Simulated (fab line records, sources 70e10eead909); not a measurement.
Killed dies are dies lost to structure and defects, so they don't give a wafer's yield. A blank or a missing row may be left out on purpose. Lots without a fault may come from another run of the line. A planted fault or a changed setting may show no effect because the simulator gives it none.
Which tool did it? | flow nand_harc | 24 lots, 72 wafers sampled, at 1 step of a route of 1302

WHAT THE GAUGES READ, wafer by wafer
NHARC_P_CONTACT_OVL_MEAS_13. Usual: overlay_x_nm 0.0 nm, standard deviation 0.69; overlay_y_nm -0.2 nm, standard deviation 0.85.
lot  | measured     | on         | overlay_x_nm (nm) | overlay_y_nm (nm) | flag
L074 | day 6 03:44  | overlay-01 | 0.5 0.1 0.2       | -1.0 -1.1 -0.3    |
L075 | day 6 08:50  | overlay-01 | 0.0 0.1 -0.1      | -1.2 -1.1 -1.4    |
L076 | day 6 14:28  | overlay-02 | 0.5 0.1 0.1       | -0.5 -0.5 -0.9    |
L077 | day 7 07:40  | overlay-02 | 0.0 0.0 0.3       | 0.8 1.3 1.2       |
L078 | day 7 15:34  | overlay-01 | -1.9 -1.3 -1.0    | -0.5 -0.6 -0.6    |
L079 | day 7 20:49  | overlay-01 | -0.1 -0.3 -1.1    | 1.8 1.0 0.8       |
L080 | day 8 12:38  | overlay-02 | 1.1 1.0 1.1       | 0.2 0.0 0.4       |
L081 | day 8 13:30  | overlay-01 | 1.0 0.4 1.2       | 0.9 0.9 1.6       |
L082 | day 9 00:15  | overlay-02 | 0.2 -0.1 0.3      | -1.2 -1.2 -1.6    |
L083 | day 9 14:07  | overlay-01 | 0.4 0.1 0.6       | 0.2 0.3 0.1       |
L084 | day 10 03:49 | overlay-02 | 0.4 0.3 0.8       | 0.1 -0.3 -0.1     |
L085 | day 10 06:42 | overlay-02 | -0.2 -0.3 0.0     | 0.2 0.2 0.2       |
L086 | day 11 00:44 | overlay-02 | -0.5 0.0 -0.2     | 0.3 0.3 0.5       |
L088 | day 11 22:56 | overlay-01 | -0.6 -0.1 0.4     | -1.0 -0.6 -0.8    |
L087 | day 11 23:42 | overlay-01 | -0.7 -0.8 -1.1    | 0.8 0.8 1.0       |
L089 | day 12 00:34 | overlay-01 | -1.5 -0.8 -1.1    | -1.2 -1.0 -0.7    |
L090 | day 12 14:27 | overlay-02 | -0.6 -0.9 -0.5    | 0.4 0.4 0.9       |
L091 | day 13 00:08 | overlay-01 | 1.4 1.3 1.7       | -0.9 -0.5 -1.1    |
L092 | day 13 10:46 | overlay-02 | 0.4 1.2 0.6       | -0.8 -0.6 -0.4    |
L093 | day 13 14:53 | overlay-01 | -1.2 -0.8 -1.3    | 0.4 -0.2 0.3      |
L094 | day 14 05:22 | overlay-01 | -0.1 0.0 -0.2     | -1.5 -1.2 -1.7    |
L095 | day 14 15:36 | overlay-01 | -0.3 0.0 -0.5     | -0.6 -0.6 -0.9    |
L096 | day 14 19:44 | overlay-02 | -0.3 0.4 0.2      | 0.4 0.0 0.3       |
L097 | day 15 12:16 | overlay-02 | 0.3 0.4 -0.4      | -1.6 -1.8 -1.8    |

WHICH TOOL RAN EACH LOT (tool, then ch and the chambers of the sampled wafers, then the start)
The record holds no process step before these readings.

WHAT THE TOOLS THEMSELVES READ (means of the sampled wafers that have a number; where no wafer has one, the mark that the record gives instead)
The record holds no such reading with a usual standard deviation.

THE ANSWER, worked out from the rows above alone
Rule: a lot is off if the mean of its wafers that have a number lies more than 3 standard deviations from the usual mean. A lot without any number at a reading at which 4 lots or more have one is off too. The other lots that the step has rows for count as sound. The gauges are gone through in route order, then the tools' own readings, and for those a lot's mean is taken as printed above. The first step at which some lot is off is used, and at that step the reading that is off furthest; a lot without a number counts as furthest.
No lot is off at any reading shown: from this, nothing can be told.

WHAT THE SIMULATOR HAD PUT IN
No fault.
